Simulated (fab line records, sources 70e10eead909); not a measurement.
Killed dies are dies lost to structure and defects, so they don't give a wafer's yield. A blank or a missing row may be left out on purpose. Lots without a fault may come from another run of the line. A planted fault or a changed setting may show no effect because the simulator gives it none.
Chamber matching | flow nand_harc | NHARC_THIN_TSV_DEP_47 on pecvd-04: 3 sister chambers
The step deposits SiO2, target thk 200 nm. 3 wafers are shown with their chamber, then 8 later ones without.

WAFERS WITH THEIR CHAMBER
wafer  | chamber | throttle_valve_pct (%)
L443.3 | 2       | 16.6
L443.6 | 1       | 16.6
L447.3 | 0       | 15.5

WAFERS WITHOUT THEIR CHAMBER
wafer  | throttle_valve_pct (%)
L447.4 | 17.0
L447.6 | 15.5
L449.4 | 17.0
L449.5 | 16.3
L449.6 | 15.8
L453.2 | 15.7
L453.4 | 16.5
L453.6 | 15.9

WHICH CHAMBER EACH WENT THROUGH
wafer  | from the rows above          | in truth
L447.4 | can't be placed: 1 or 2      | 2
L447.6 | 0                            | 0
L449.4 | can't be placed: 1 or 2      | 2
L449.5 | can't be placed: 1 or 2 or 0 | 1
L449.6 | can't be placed: 0 or 1 or 2 | 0
L453.2 | 0                            | 0
L453.4 | can't be placed: 1 or 2      | 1
L453.6 | can't be placed: 0 or 1 or 2 | 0
Placed correctly: 2 of 8. Can't be placed from these rows: 6 (the true chamber is among the candidates in 6). Placed wrongly: 0.
How it was worked out, from the rows above alone: a wafer's distance from a chamber is the root of the sum, over the readings, of the square of ((its reading less the chamber's mean) divided by the reading's scatter). The wafer belongs to the nearest chamber; if the next one is less than 2 further off, it can't be placed. A chamber's mean is the mean of its shown wafers. The scatter: with one shown wafer a chamber, the root of the mean of the squares of how far each hidden wafer lies from its nearest shown one.
